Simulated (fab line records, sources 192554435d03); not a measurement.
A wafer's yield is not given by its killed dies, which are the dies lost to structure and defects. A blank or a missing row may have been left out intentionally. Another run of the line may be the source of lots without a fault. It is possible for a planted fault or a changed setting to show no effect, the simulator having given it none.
8D (eight disciplines) problem report, filled in by code | flow n5Finfet | the parts of the form that need people (team, actions taken, sign-off) are left out

1. PROBLEM STATEMENT
Wafers without a fault read 1500.0 rpm, standard deviation 0.98; spinSpeedRpm at N5_BEOL_M4_COAT_05 reads a mean of 1369.3 rpm on 6 wafers belonging to 2 lots. That is -99 or more standard deviations from the usual mean.
The step: resist thk 30 nm.
Seen first at day 9 12:00 on lithoTrack-05, wafer L712.2. The record holds 30 wafers of 10 lots with a number at this step. Rule for "out" (also "out of limits"): further than 4 standard deviations from the usual mean. All remaining wafers that have a number are taken as sound.

2. WHAT IT IS, WHAT IT ISN'T
question                    | is                     | is not
which readings at this step | spinSpeedRpm           | -
which lots                  | L712, L714             | L705, L707, L708, L709, L721, L722, L725, L726
which wafers of those lots  | all that have a number | -
read on which tools         | lithoTrack-05          | lithoTrack-02, lithoTrack-03
when                        | from day 9 12:00       | up to then (12 sound wafers); but 12 sound wafers of L721, L722, L725, L726 came after

3. WHAT RULES OUT EACH SUSPECT
Counting: a tool at a process step up to the reading stays a suspect if it ran every lot that is out and no sound lot after the first of them.
- lithoTrack-05 at N5_BEOL_M4_COAT_05 (resist thk 30 nm): ruled out as a lasting fault. Sound lots L725 ran on it after its first lot that is out, L712 (day 9 12:00).
Left after counting: nothing in the record.

4. THE CAUSE (what the simulator had put in)
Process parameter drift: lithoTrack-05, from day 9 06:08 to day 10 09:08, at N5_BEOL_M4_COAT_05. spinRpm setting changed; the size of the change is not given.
Counting ruled it out, wrongly.

5. SEQUENCE OF EFFECTS, ordered by route
One row per reading whose mean, taken over the struck wafers that have a number, lies over 3 standard deviations from the usual. Readings are gone through only where the record gives a usual standard deviation; hours: the median, over the lots, of the time from a lot's start at the first step in this table giving one to that lot's start at this step; sigmas: the change measured in usual standard deviations.
hours | step               | reading      | usual      | on struck wafers | change | sigmas
0     | N5_BEOL_M4_COAT_05 | spinSpeedRpm | 1500.0 rpm | 1369.3           | -130.7 | -99 or more
Here are the process steps it includes:
- N5_BEOL_M4_COAT_05: resist thk 30 nm.
Later steps that measure or inspect, where all struck wafers having a row at the step show a number for every such reading and not one has moved that far: N5_BEOL_M4_RC_MEAS_101.

6. HOW IT WOULD HAVE BEEN CAUGHT EARLIER
The fault began at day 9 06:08; the first out-of-limits reading in this record came at day 9 12:00, 6 hours later.
